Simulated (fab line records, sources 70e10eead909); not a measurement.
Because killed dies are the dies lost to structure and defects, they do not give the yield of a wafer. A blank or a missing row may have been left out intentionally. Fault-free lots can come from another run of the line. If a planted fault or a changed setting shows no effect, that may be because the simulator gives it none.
Matching of chambers    flow nand-harc    rie-diel-13 running NHARC_P_BONDPAD_ACTIVATE_29: 4 sister chambers
The step chemistry N2, time 60 s. 4 wafers are shown with their chamber, then 7 later ones without.

WAFERS PAIRED WITH THEIR CHAMBERS
wafer   chamber  drypump-motor-current-A (A)
L113.1  2        6.14
L113.3  3        5.43
L123.4  1        5.64
L123.5  0        5.89

WAFERS WITH NO CHAMBER GIVEN
wafer   drypump-motor-current-A (A)
L123.6  5.39
L127.1  5.64
L127.2  5.87
L127.5  6.16
L128.1  5.88
L128.2  5.42
L128.3  5.63

CHAMBER TAKEN BY EACH
wafer   from the rows above  in truth
L123.6  3                    3
L127.1  1                    1
L127.2  0                    0
L127.5  2                    2
L128.1  0                    0
L128.2  3                    3
L128.3  1                    1
Correct placement for 7 of the 7. Can't be placed from these rows: 0. 0 placed wrongly.
How it was worked out, from the rows above alone: a wafer's distance from a chamber is the root of the sum, over the readings, of the square of ((its reading less the chamber's mean) divided by the reading's scatter). The wafer belongs to the nearest chamber; if the next one is less than 2 further off, it can't be placed. Each chamber's mean is taken over the wafers shown for it. The scatter: root of mean squared gap, hidden wafer to nearest shown wafer, with one shown wafer a chamber.
